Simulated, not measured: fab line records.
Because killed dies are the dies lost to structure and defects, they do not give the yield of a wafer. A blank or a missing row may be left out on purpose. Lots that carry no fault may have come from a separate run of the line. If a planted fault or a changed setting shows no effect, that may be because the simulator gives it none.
Chamber matching -- flow nandHarc -- rieDiel-04 running NHARC_A_CONTACT_ETCH_110: 4 sister chambers
The step etches the open film in CF4/O2, target depth 60 nm, overetch 6 nm, time 33 s. 4 wafers are shown with their chamber, then 12 later ones without.

== EACH WAFER AND ITS CHAMBER ==
wafer,chamber,showerheadPlenumPTorr (Torr)
L081.5,1,1.30
L082.1,0,1.25
L082.3,2,1.37
L082.4,3,1.36

== WAFERS MISSING THEIR CHAMBER ==
wafer,showerheadPlenumPTorr (Torr)
L083.2,1.30
L083.3,1.35
L083.4,1.37
L088.2,1.25
L088.3,1.30
L088.4,1.35
L089.3,1.30
L089.4,1.25
L089.6,1.25
L097.1,1.29
L097.2,1.25
L097.5,1.35

== WHICH CHAMBER EACH ONE RAN IN ==
wafer,from the rows above,in truth
L083.2,1,1
L083.3,can't be placed: 3 or 2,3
L083.4,can't be placed: 2 or 3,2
L088.2,0,0
L088.3,1,1
L088.4,can't be placed: 3 or 2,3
L089.3,1,1
L089.4,0,0
L089.6,0,0
L097.1,1,1
L097.2,0,0
L097.5,can't be placed: 3 or 2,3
Placed correctly: 8 of 12. From these rows, 4 cannot be placed; in 4 the true chamber is one of the candidates. Number placed wrongly: 0.
How it was worked out, from the rows above alone: a wafer's distance from a chamber is the root of the sum, over the readings, of the square of ((its reading less the chamber's mean) divided by the reading's scatter). The wafer belongs to the nearest chamber; if the next one is less than 2 further off, it can't be placed. For every chamber, the mean is computed from those of its wafers that are shown. The scatter: root of mean squared gap, hidden wafer to nearest shown wafer, with one shown wafer a chamber.
